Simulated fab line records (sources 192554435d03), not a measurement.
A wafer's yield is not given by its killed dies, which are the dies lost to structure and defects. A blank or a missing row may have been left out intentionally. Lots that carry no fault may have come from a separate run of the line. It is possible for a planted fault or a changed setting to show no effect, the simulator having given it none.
Matching of chambers / flow n5Finfet / N5_BEOL_M4_PRE_CLEAN_60 on cvdCo-02 has 3 sister chambers
The step time 15 s. 6 wafers are shown with their chamber, then 10 later ones without.

## WAFERS, EACH WITH ITS CHAMBER
wafer=L088.5; chamber=2; heaterPowerW (W)=89
wafer=L089.1; chamber=2; heaterPowerW (W)=89
wafer=L089.2; chamber=1; heaterPowerW (W)=72
wafer=L089.3; chamber=0; heaterPowerW (W)=74
wafer=L090.1; chamber=1; heaterPowerW (W)=74
wafer=L090.5; chamber=0; heaterPowerW (W)=75

## WAFERS MISSING THEIR CHAMBER
wafer=L090.6; heaterPowerW (W)=73
wafer=L094.2; heaterPowerW (W)=87
wafer=L094.5; heaterPowerW (W)=76
wafer=L094.6; heaterPowerW (W)=73
wafer=L096.4; heaterPowerW (W)=77
wafer=L096.5; heaterPowerW (W)=91
wafer=L096.6; heaterPowerW (W)=72
wafer=L097.1; heaterPowerW (W)=75
wafer=L097.2; heaterPowerW (W)=91
wafer=L097.6; heaterPowerW (W)=72

## CHAMBER TAKEN BY EACH
wafer=L090.6; from the rows above=can't be placed: 1 or 0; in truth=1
wafer=L094.2; from the rows above=2; in truth=2
wafer=L094.5; from the rows above=can't be placed: 0 or 1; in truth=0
wafer=L094.6; from the rows above=can't be placed: 1 or 0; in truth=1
wafer=L096.4; from the rows above=can't be placed: 0 or 1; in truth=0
wafer=L096.5; from the rows above=2; in truth=2
wafer=L096.6; from the rows above=can't be placed: 1 or 0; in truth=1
wafer=L097.1; from the rows above=can't be placed: 0 or 1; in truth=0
wafer=L097.2; from the rows above=2; in truth=2
wafer=L097.6; from the rows above=can't be placed: 1 or 0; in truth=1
Correctly placed: 3 of 10. These rows do not allow placing 7 (true chamber among the candidates in 7). Wrongly placed: 0.
How it was worked out, from the rows above alone: a wafer's distance from a chamber is the root of the sum, over the readings, of the square of ((its reading less the chamber's mean) divided by the reading's scatter). If the next closest chamber is less than 2 further off than the closest, the wafer can't be placed; otherwise it belongs to the closest. The mean given for a chamber averages the wafers shown for that chamber. The scatter: the root of (the sum of the squares of (reading less its chamber's mean) over the shown wafers, divided by (wafers less chambers)).
